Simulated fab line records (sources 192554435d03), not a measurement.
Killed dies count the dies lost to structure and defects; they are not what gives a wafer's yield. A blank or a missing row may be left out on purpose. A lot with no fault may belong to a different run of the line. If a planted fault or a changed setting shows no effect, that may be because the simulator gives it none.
Chamber matching -- flow n5 finfet -- N5_BEOL_M0_SAQP_ILD_DEP_01 on pecvd-03 has 3 sister chambers
The step deposits SiOC from DEMS/O2, target thk 45.419 nm, time 8.7 s. 6 wafers are shown with their chamber, then 11 later ones without.

## WAFERS PAIRED WITH THEIR CHAMBERS
wafer,chamber,throttle valve pct (%),heater power w (W)
L083.3,1,12.4,584
L084.6,0,14.3,513
L085.3,0,14.4,494
L085.5,1,12.7,580
L085.6,2,10.6,664
L086.1,2,11.1,659

## WAFERS WHOSE CHAMBER IS MISSING
wafer,throttle valve pct (%),heater power w (W)
L086.4,14.6,606
L086.5,12.7,556
L089.2,10.7,656
L089.3,12.6,503
L089.5,14.4,582
L090.1,14.5,571
L090.3,10.7,650
L090.6,11.0,657
L093.1,10.7,631
L093.3,12.8,552
L093.5,12.4,576

## EACH ONE'S CHAMBER
wafer,from the rows above,in truth
L086.4,1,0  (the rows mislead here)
L086.5,1,1
L089.2,2,2
L089.3,0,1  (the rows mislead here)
L089.5,can't be placed: 1 or 0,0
L090.1,can't be placed: 1 or 0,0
L090.3,2,2
L090.6,2,2
L093.1,2,2
L093.3,1,1
L093.5,1,1
Correct placement for 7 of the 11. Cannot be placed on the basis of these rows: 2; the candidates contain the true chamber in 2. Wrongly placed: 2.
How it was worked out, from the rows above alone: a wafer's distance from a chamber is the root of the sum, over the readings, of the square of ((its reading less the chamber's mean) divided by the reading's scatter). If the next closest chamber is less than 2 further off than the closest, the wafer can't be placed; otherwise it belongs to the closest. The mean given for a chamber averages the wafers shown for that chamber. How the scatter is found: for the shown wafers, subtract from each reading the mean of its chamber, square and add these, divide the total by (wafers less chambers), then take the root.
